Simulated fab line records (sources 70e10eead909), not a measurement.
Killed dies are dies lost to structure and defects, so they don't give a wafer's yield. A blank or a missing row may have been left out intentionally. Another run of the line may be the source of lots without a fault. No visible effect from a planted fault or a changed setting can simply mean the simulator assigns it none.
Matching of chambers / flow nand_harc / NHARC_A_BONDPAD_ETCH_34 on rie_diel-08 has 4 sister chambers
The step etches the open film in N2/H2, target depth 60 nm, overetch 18 nm, time 65.91 s. 18 wafers are shown with their chamber, then 9 later ones without.

EACH WAFER AND ITS CHAMBER
wafer=L646.1; chamber=3; showerhead_plenum_p_Torr (Torr)=2.06; drypump_motor_current_A (A)=6.1; rf_vpp_V (V)=431.4
wafer=L646.3; chamber=2; showerhead_plenum_p_Torr (Torr)=1.92; drypump_motor_current_A (A)=5.2; rf_vpp_V (V)=427.4
wafer=L646.5; chamber=0; showerhead_plenum_p_Torr (Torr)=2.11; drypump_motor_current_A (A)=5.7; rf_vpp_V (V)=433.4
wafer=L644.1; chamber=0; showerhead_plenum_p_Torr (Torr)=2.11; drypump_motor_current_A (A)=5.7; rf_vpp_V (V)=433.8
wafer=L644.2; chamber=1; showerhead_plenum_p_Torr (Torr)=2.04; drypump_motor_current_A (A)=5.6; rf_vpp_V (V)=430.2
wafer=L644.6; chamber=0; showerhead_plenum_p_Torr (Torr)=2.11; drypump_motor_current_A (A)=5.7; rf_vpp_V (V)=432.5
wafer=L654.3; chamber=2; showerhead_plenum_p_Torr (Torr)=1.92; drypump_motor_current_A (A)=5.1; rf_vpp_V (V)=428.3
wafer=L654.5; chamber=1; showerhead_plenum_p_Torr (Torr)=2.04; drypump_motor_current_A (A)=5.7; rf_vpp_V (V)=429.7
wafer=L654.6; chamber=0; showerhead_plenum_p_Torr (Torr)=2.11; drypump_motor_current_A (A)=5.7; rf_vpp_V (V)=433.2
wafer=L655.2; chamber=1; showerhead_plenum_p_Torr (Torr)=2.04; drypump_motor_current_A (A)=5.7; rf_vpp_V (V)=429.8
wafer=L655.4; chamber=2; showerhead_plenum_p_Torr (Torr)=1.92; drypump_motor_current_A (A)=5.2; rf_vpp_V (V)=427.5
wafer=L655.6; chamber=0; showerhead_plenum_p_Torr (Torr)=2.11; drypump_motor_current_A (A)=5.7; rf_vpp_V (V)=433.2
wafer=L659.1; chamber=1; showerhead_plenum_p_Torr (Torr)=2.04; drypump_motor_current_A (A)=5.6; rf_vpp_V (V)=431.0
wafer=L659.3; chamber=0; showerhead_plenum_p_Torr (Torr)=2.11; drypump_motor_current_A (A)=5.7; rf_vpp_V (V)=433.7
wafer=L659.5; chamber=0; showerhead_plenum_p_Torr (Torr)=2.11; drypump_motor_current_A (A)=5.7; rf_vpp_V (V)=431.6
wafer=L660.1; chamber=3; showerhead_plenum_p_Torr (Torr)=2.05; drypump_motor_current_A (A)=6.2; rf_vpp_V (V)=431.9
wafer=L660.4; chamber=2; showerhead_plenum_p_Torr (Torr)=1.92; drypump_motor_current_A (A)=5.1; rf_vpp_V (V)=427.6
wafer=L660.5; chamber=0; showerhead_plenum_p_Torr (Torr)=2.11; drypump_motor_current_A (A)=5.7; rf_vpp_V (V)=432.8

SIGNATURES, as means of the wafers listed above
reading=showerhead_plenum_p_Torr; chamber 0=2.1100; chamber 1=2.0400; chamber 2=1.9200; chamber 3=2.0550; scatter within a chamber=0.00189
reading=drypump_motor_current_A; chamber 0=5.700; chamber 1=5.650; chamber 2=5.150; chamber 3=6.150; scatter within a chamber=0.0423
reading=rf_vpp_V; chamber 0=433.025; chamber 1=430.175; chamber 2=427.700; chamber 3=431.650; scatter within a chamber=0.615
Rule: a wafer lies at a distance from a chamber equal to the root of the sum of squares, over the readings, of (its reading less the chamber's mean, divided by the reading's scatter). The wafer belongs to the nearest chamber; if the next one is less than 2 further off, it can't be placed. The scatter: take each reading less its chamber's mean, square it, sum over the shown wafers, divide by the number of wafers less the number of chambers, and take the root.

WAFERS WITH NO CHAMBER GIVEN
wafer=L662.2; showerhead_plenum_p_Torr (Torr)=2.11; drypump_motor_current_A (A)=5.7; rf_vpp_V (V)=432.8
wafer=L662.4; showerhead_plenum_p_Torr (Torr)=1.92; drypump_motor_current_A (A)=5.1; rf_vpp_V (V)=427.8
wafer=L662.5; showerhead_plenum_p_Torr (Torr)=2.05; drypump_motor_current_A (A)=6.2; rf_vpp_V (V)=430.9
wafer=L663.4; showerhead_plenum_p_Torr (Torr)=2.05; drypump_motor_current_A (A)=6.2; rf_vpp_V (V)=430.1
wafer=L663.5; showerhead_plenum_p_Torr (Torr)=2.11; drypump_motor_current_A (A)=5.7; rf_vpp_V (V)=432.4
wafer=L663.6; showerhead_plenum_p_Torr (Torr)=2.05; drypump_motor_current_A (A)=6.2; rf_vpp_V (V)=430.1
wafer=L665.1; showerhead_plenum_p_Torr (Torr)=1.91; drypump_motor_current_A (A)=5.2; rf_vpp_V (V)=427.2
wafer=L665.2; showerhead_plenum_p_Torr (Torr)=2.05; drypump_motor_current_A (A)=6.2; rf_vpp_V (V)=430.9
wafer=L665.5; showerhead_plenum_p_Torr (Torr)=2.04; drypump_motor_current_A (A)=5.6; rf_vpp_V (V)=431.0

THE CHAMBER EACH PASSED THROUGH
wafer=L662.2; from the rows above=0; in truth=0
wafer=L662.4; from the rows above=2; in truth=2
wafer=L662.5; from the rows above=3; in truth=3
wafer=L663.4; from the rows above=3; in truth=3
wafer=L663.5; from the rows above=0; in truth=0
wafer=L663.6; from the rows above=3; in truth=3
wafer=L665.1; from the rows above=2; in truth=2
wafer=L665.2; from the rows above=3; in truth=3
wafer=L665.5; from the rows above=1; in truth=1
Correctly placed: 9 of 9. From these rows, 0 cannot be placed. 0 placed wrongly.
